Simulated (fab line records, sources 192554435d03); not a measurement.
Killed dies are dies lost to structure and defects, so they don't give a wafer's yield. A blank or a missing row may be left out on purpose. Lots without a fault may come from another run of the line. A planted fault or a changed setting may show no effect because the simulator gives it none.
Problem report in the 8D (eight disciplines) form, filled by code | flow n5_finfet | the parts of the form that need people (team, actions taken, sign-off) are left out

1. THE PROBLEM
cathode_dc_power_W at N5_BEOL_M15_SPUTTER_43 reads a mean of 18747 W on 6 wafers of 2 lots; wafers without a fault read 15000 W with a standard deviation of 2.7. That is +99 or more standard deviations from the usual mean.
The step: material TaN, target thk 15 nm, time 24.19 s.
First seen on wafer L795.2, day 15 10:55, on pvd_sputter-02. The record holds 33 wafers of 11 lots with a number at this step. Rule for "out", or "out of limits": more than 4 standard deviations from the usual mean. The other wafers with a number count as sound.

2. WHAT IT IS AND WHAT IT IS NOT
question                    | is                     | is not
which readings at this step | cathode_dc_power_W     | throttle_valve_pct
which lots                  | L795, L798             | L780, L781, L782, L784, L789, L796, L797, L799, L803
which wafers of those lots  | all that have a number | -
read on which tools         | pvd_sputter-02         | pvd_sputter-01, pvd_sputter-03
when                        | from day 15 10:55      | up to then (21 sound wafers); but 6 sound wafers of L799, L803 came after

3. SUSPECTS, AND WHAT RULES EACH OUT
Counting: a tool at a process step up to the reading stays a suspect if it ran every lot that is out and no sound lot after the first of them.
- pvd_sputter-02 at N5_BEOL_M15_PRE_CLEAN_42 (time 30 s): kept. It ran every lot that is out, first L795 (day 15 10:53), and no sound lot after that; its last sound lot up to then is L789 (day 13 10:28).
- pvd_sputter-02 at N5_BEOL_M15_SPUTTER_43 (material TaN, target thk 15 nm, time 24.19 s): kept. It ran every lot that is out, first L795 (day 15 10:55), and no sound lot after that; its last sound lot up to then is L789 (day 13 10:30). Its own readings are out on those wafers: cathode_dc_power_W.
Left after counting: pvd_sputter-02 at N5_BEOL_M15_PRE_CLEAN_42, pvd_sputter-02 at N5_BEOL_M15_SPUTTER_43.

4. THE CAUSE (what the simulator had put in)
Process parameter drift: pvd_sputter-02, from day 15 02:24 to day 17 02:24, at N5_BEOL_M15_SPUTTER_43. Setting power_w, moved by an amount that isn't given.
Counting left 2 suspects, and this tool is among them.

5. THE CHAIN OF EFFECTS, in route order
Each row: a reading whose mean over the struck wafers that have a number lies more than 3 standard deviations from the usual. Only readings for which the record gives a usual standard deviation are gone through. hours: the time from each lot's start at the first step in this table that gives one to its start at this step, as a median over the lots. sigmas: the change in usual standard deviations.
hours | step                   | reading                  | usual   | on struck wafers | change | sigmas
0     | N5_BEOL_M15_SPUTTER_43 | cathode_dc_power_W       | 15000 W | 18747            | +3747  | +99 or more
1     | N5_BEOL_M15_CMP_49     | barrier_field_endpoint_s | 11.41 s | 12.78            | +1.37  | +6.9
The process steps in it:
- N5_BEOL_M15_SPUTTER_43: material TaN, target thk 15 nm, time 24.19 s.
- N5_BEOL_M15_CMP_49: polishes, stops on SiO2, t overpolish 4.9 s, target thk 850 nm.
Later measuring or inspecting steps at which every struck wafer that the step has a row for has a number for every such reading, and none has moved that far: N5_BEOL_M15_INSPECT_55.

6. WHAT WOULD HAVE CAUGHT IT SOONER
In this record the first reading out of limits was taken at day 15 10:55, 9 hours after the fault began at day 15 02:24.
